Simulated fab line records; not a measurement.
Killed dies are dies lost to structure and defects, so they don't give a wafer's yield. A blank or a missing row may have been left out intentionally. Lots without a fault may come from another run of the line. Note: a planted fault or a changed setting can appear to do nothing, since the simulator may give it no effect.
One fault through the eyes of 2 desks    flow n5_finfet    every desk sees just its own numbers, and what lay behind them comes last

## THE TOOL OWNER'S DESK: ald_metal-04
The tool's own readings at N5_BEOL_M11_ALD_74 (deposits TaN, target thk 2 nm, pulse time 2 s, purge time 3 s): means of the sampled wafers that have a number, for each lot that ran on this tool. If a lot's mean is further than 4 standard deviations from the usual mean, the lot is out of limits and carries the mark OUT (the distance appears in the brackets).
Columns: A = heater_power_w at N5_BEOL_M11_ALD_74, usual 416 W
lot   first seen here  A
L831  day 12 14:16     420
L832  day 12 21:02     431
L847  day 16 07:30     390
This desk's finding: nothing out of limits on any of the 3 lots.

## THE METROLOGY DESK
Lot by lot, what the gauges showed, no matter which tool ran the lot: averages of those sampled wafers that carry a number. If a lot's mean is further than 4 standard deviations from the usual mean, the lot is out of limits and carries the mark OUT (the distance appears in the brackets).
Columns: A = trench_depth_nm at N5_BEOL_M11_OCD_MEAS_38, usual 149.5 nm; B = cd_nm at N5_BEOL_M11_CD_MEAS_35, usual 70.0 nm
lot   first seen here  A      B
L831  day 12 13:27     153.5  69.8
L832  day 12 20:18     150.1  70.0
L844  day 15 14:12     152.3  69.9
L842  day 15 14:23     147.4  69.5
L847  day 16 06:46     148.5  69.4
L846  day 16 07:17     148.0  69.9
This desk's finding: nothing out of limits on any of the 6 lots.

## PUT TOGETHER
Nothing out of limits was seen by the tool owner's desk.
At the metrology desk, nothing out of limits was observed.

## WHAT HAD BEEN PUT IN BY THE SIMULATOR
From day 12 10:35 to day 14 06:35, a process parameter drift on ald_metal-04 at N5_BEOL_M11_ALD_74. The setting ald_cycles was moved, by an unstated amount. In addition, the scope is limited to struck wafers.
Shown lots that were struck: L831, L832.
